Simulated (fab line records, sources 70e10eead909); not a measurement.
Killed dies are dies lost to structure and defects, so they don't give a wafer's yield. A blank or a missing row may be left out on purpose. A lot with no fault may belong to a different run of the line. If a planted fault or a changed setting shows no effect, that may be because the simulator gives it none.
Comparing a struck lot with a sound one || flow nand_harc || 39 out of 1302 route steps
Sound: the wafers L578.1, L578.3, L578.4. Struck: wafers L591.1, L591.3, L591.6. Last of all comes the cause.
Order at every step that has rows: each side's tool, ch and its chambers, its first start. Under that, the readings that differ: sound wafers || struck wafers || difference of the means || sigmas: that difference in standard deviations of wafers without a fault.
alike: readings whose means differ by less than 2 such deviations, and words and numbers that are the same on both sides. not compared: withheld readings, readings that some wafer has no value for, bounds like >300 that may hide the same value, and numbers for which the record gives no deviation and whose values overlap.
The two part at a step that has a row with sigmas, a row that says differs or no value, or rows on one side only. Non-overlapping numbers with no deviation appear without sigmas and do not part them. A reading missing from all wafers of one side parts the sides only when that side holds two or more wafers.

first, 11 steps without rows for these wafers: NHARC_A_CONTACT_ETCH_122 (etches the open film in C4F8/O2/Ar, time 190 s, target depth 1850 nm); NHARC_A_CONTACT_ETCH_123 (etches the open film in C4F8/O2/Ar, time 490 s, target depth 2110 nm); NHARC_A_CONTACT_ETCH_90 (etches the open film in CH3F/O2, target depth 40 nm, time 85.7 s); NHARC_A_CONTACT_ETCH_96 (etches the open film in C4F6/O2, target depth 20 nm, time 10 s); NHARC_A_CONTACT_STRIP_99 (strips in N2/H2); NHARC_A_CONTACT_STRIP_100 (strips in CF4/CHF3); NHARC_A_CONTACT_STRIP_101 (strips in O2/COS); NHARC_A_CONTACT_ETCH_102 (etches the open film in CF4/O2, target depth 100 nm, overetch 10 nm, time 55 s); NHARC_A_CONTACT_STRIP_55 (strips in O2); NHARC_A_CONTACT_STRIP_56 (strips in post etch residue remover, time 600 s); NHARC_A_CONTACT_DEP_57 (deposits aC, target thk 5300 nm).
NHARC_A_CONTACT_DEP_58: deposits SiON, target thk 90 nm.
  sound on pecvd-01 ch 0,1, day 22 11:39; struck on pecvd-01 ch 1,2, day 28 12:17
  alike: heater_power_w
then, 26 steps without rows for these wafers: NHARC_A_CONTACT_DEHYDRATE_59 (time 120 s); NHARC_A_CONTACT_HMDS_60 (time 30 s); NHARC_A_CONTACT_COAT_61 (time 75 s); NHARC_A_CONTACT_COAT_62 (time 65 s); NHARC_A_CONTACT_COAT_63 (resist thk 90 nm); NHARC_A_CONTACT_SOFTBAKE_64 (time 55 s); NHARC_A_CONTACT_EBR_65; NHARC_A_CONTACT_EXPOSE_66 (exposes mask A CC 2); NHARC_A_CONTACT_PEB_67 (peb time 65 s); NHARC_A_CONTACT_DEVELOP_68 (develop time 35 s); NHARC_A_CONTACT_DESCUM_74 (chemistry O2, time 3 s); NHARC_A_CONTACT_ETCH_75 (etches the open film in CF4, target depth 39 nm, time 65 s); NHARC_A_CONTACT_ETCH_76 (etches the open film in N2/H2, target depth 260 nm, time 475.3 s); NHARC_A_CONTACT_ETCH_77 (etches the open film in CF4/CHF3, target depth 108.9 nm, time 54.5 s); NHARC_A_CONTACT_ETCH_78 (etches the open film in O2/COS, target depth 5300 nm, time 1378 s); NHARC_A_CONTACT_ETCH_124 (etches the open film in C4F8/O2/Ar, time 140 s, target depth 700 nm); NHARC_A_CONTACT_ETCH_125 (etches the open film in C4F8/O2/Ar, time 197 s, target depth 1918 nm); NHARC_A_CONTACT_ETCH_126 (etches the open film in C4F8/O2/Ar, time 197 s, target depth 1918 nm); NHARC_A_CONTACT_ETCH_127 (etches the open film in C4F8/O2/Ar, time 197 s, target depth 1918 nm); NHARC_A_CONTACT_ETCH_128 (etches the open film in C4F8/O2/Ar, time 197 s, target depth 1918 nm); NHARC_A_CONTACT_ETCH_129 (etches the open film in C4F8/O2/Ar, time 197 s, target depth 1918 nm); NHARC_A_CONTACT_ETCH_130 (etches the open film in C4F8/O2/Ar, time 197 s, target depth 1918 nm); NHARC_A_CONTACT_ETCH_131 (etches the open film in C4F8/O2/Ar, time 197 s, target depth 1918 nm); NHARC_A_CONTACT_ETCH_132 (etches the open film in C4F8/O2/Ar, time 197 s, target depth 1924 nm); NHARC_A_CONTACT_ETCH_133 (etches the open film in C4F8/O2/Ar, time 374 s, target depth 1610 nm); NHARC_A_CONTACT_ETCH_91 (etches the open film in CH3F/O2, target depth 40 nm, time 85.7 s).
-- record jumps: 3 days between struck wafers' starts before vs after; left off in module A_CONTACT, resumes in module END, first step shown is number 1302 of the route --
NHARC_END_SORT_01:
  the record has rows for the struck wafers here (prober-02 ch 0, day 31 04:23) and none for the sound ones

WHERE THEY PART
Only at NHARC_END_SORT_01, within this record.

WHY: what the simulator had put in
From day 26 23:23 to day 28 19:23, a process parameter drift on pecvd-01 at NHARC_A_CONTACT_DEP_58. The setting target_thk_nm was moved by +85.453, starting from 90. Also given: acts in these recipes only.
